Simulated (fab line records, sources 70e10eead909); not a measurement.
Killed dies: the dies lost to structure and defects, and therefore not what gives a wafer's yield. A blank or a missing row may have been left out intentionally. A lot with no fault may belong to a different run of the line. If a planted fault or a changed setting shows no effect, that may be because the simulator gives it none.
Matching of chambers :: flow nand_harc :: NHARC_A_DECK1_JOINT_ETCHBACK_00 on rie_si-05 has 4 sister chambers
The step etches the open film in HBr, target depth 30 nm, time 17.4 s. 14 wafers are shown with their chamber, then 7 later ones without.

## WAFERS WITH THEIR CHAMBER
wafer: L075.1
chamber: 1
drypump_motor_current_A (A): 5.6
throttle_valve_pct (%): 23.270
oes_product_au (a.u.): 0.992

wafer: L075.2
chamber: 2
drypump_motor_current_A (A): 5.9
throttle_valve_pct (%): 23.265
oes_product_au (a.u.): 0.996

wafer: L075.3
chamber: 3
drypump_motor_current_A (A): 5.2
throttle_valve_pct (%): 23.260
oes_product_au (a.u.): 0.998

wafer: L075.4
chamber: 0
drypump_motor_current_A (A): 5.6
throttle_valve_pct (%): 23.267
oes_product_au (a.u.): 1.008

wafer: L075.5
chamber: 3
drypump_motor_current_A (A): 5.2
throttle_valve_pct (%): 23.273
oes_product_au (a.u.): 0.992

wafer: L075.6
chamber: 2
drypump_motor_current_A (A): 5.9
throttle_valve_pct (%): 23.278
oes_product_au (a.u.): 1.007

wafer: L078.2
chamber: 2
drypump_motor_current_A (A): 5.8
throttle_valve_pct (%): 23.269
oes_product_au (a.u.): 1.031

wafer: L078.5
chamber: 1
drypump_motor_current_A (A): 5.6
throttle_valve_pct (%): 23.240
oes_product_au (a.u.): 1.005

wafer: L078.6
chamber: 0
drypump_motor_current_A (A): 5.6
throttle_valve_pct (%): 23.255
oes_product_au (a.u.): 1.022

wafer: L082.1
chamber: 1
drypump_motor_current_A (A): 5.6
throttle_valve_pct (%): 23.264
oes_product_au (a.u.): 1.005

wafer: L082.2
chamber: 3
drypump_motor_current_A (A): 5.2
throttle_valve_pct (%): 23.269
oes_product_au (a.u.): 1.035

wafer: L082.6
chamber: 0
drypump_motor_current_A (A): 5.6
throttle_valve_pct (%): 23.251
oes_product_au (a.u.): 0.998

wafer: L087.1
chamber: 3
drypump_motor_current_A (A): 5.2
throttle_valve_pct (%): 23.260
oes_product_au (a.u.): 1.029

wafer: L087.3
chamber: 0
drypump_motor_current_A (A): 5.6
throttle_valve_pct (%): 23.267
oes_product_au (a.u.): 1.001

SIGNATURES, as means of the wafers listed above
reading: drypump_motor_current_A
chamber 0: 5.600
chamber 1: 5.600
chamber 2: 5.867
chamber 3: 5.200
scatter within a chamber: 0.0258

reading: throttle_valve_pct
chamber 0: 23.26000
chamber 1: 23.25800
chamber 2: 23.27067
chamber 3: 23.26550
scatter within a chamber: 0.00962

reading: oes_product_au
chamber 0: 1.00725
chamber 1: 1.00067
chamber 2: 1.01133
chamber 3: 1.01350
scatter within a chamber: 0.0158
Rule: distance of a wafer from a chamber = root of the sum over the readings of ((wafer's reading minus chamber's mean) / reading's scatter) squared. If the next closest chamber is less than 2 further off than the closest, the wafer can't be placed; otherwise it belongs to the closest. The scatter: take each reading less its chamber's mean, square it, sum over the shown wafers, divide by the number of wafers less the number of chambers, and take the root.

## WAFERS WITH NO CHAMBER GIVEN
wafer: L087.4
drypump_motor_current_A (A): 5.6
throttle_valve_pct (%): 23.252
oes_product_au (a.u.): 1.007

wafer: L088.1
drypump_motor_current_A (A): 5.6
throttle_valve_pct (%): 23.271
oes_product_au (a.u.): 0.982

wafer: L088.3
drypump_motor_current_A (A): 5.6
throttle_valve_pct (%): 23.272
oes_product_au (a.u.): 1.001

wafer: L088.4
drypump_motor_current_A (A): 5.2
throttle_valve_pct (%): 23.281
oes_product_au (a.u.): 1.016

wafer: L092.1
drypump_motor_current_A (A): 5.7
throttle_valve_pct (%): 23.265
oes_product_au (a.u.): 0.997

wafer: L092.2
drypump_motor_current_A (A): 5.2
throttle_valve_pct (%): 23.265
oes_product_au (a.u.): 1.016

wafer: L092.5
drypump_motor_current_A (A): 5.6
throttle_valve_pct (%): 23.266
oes_product_au (a.u.): 1.000

## EACH ONE'S CHAMBER
wafer: L087.4
from the rows above: can't be placed: 1 or 0
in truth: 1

wafer: L088.1
from the rows above: can't be placed: 1 or 0
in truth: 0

wafer: L088.3
from the rows above: can't be placed: 0 or 1
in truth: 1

wafer: L088.4
from the rows above: 3
in truth: 3

wafer: L092.1
from the rows above: can't be placed: 1 or 0
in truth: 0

wafer: L092.2
from the rows above: 3
in truth: 3

wafer: L092.5
from the rows above: can't be placed: 0 or 1
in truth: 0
Placed correctly: 2 of 7. These rows do not allow placing 5 (true chamber among the candidates in 5). Placed wrongly: 0.
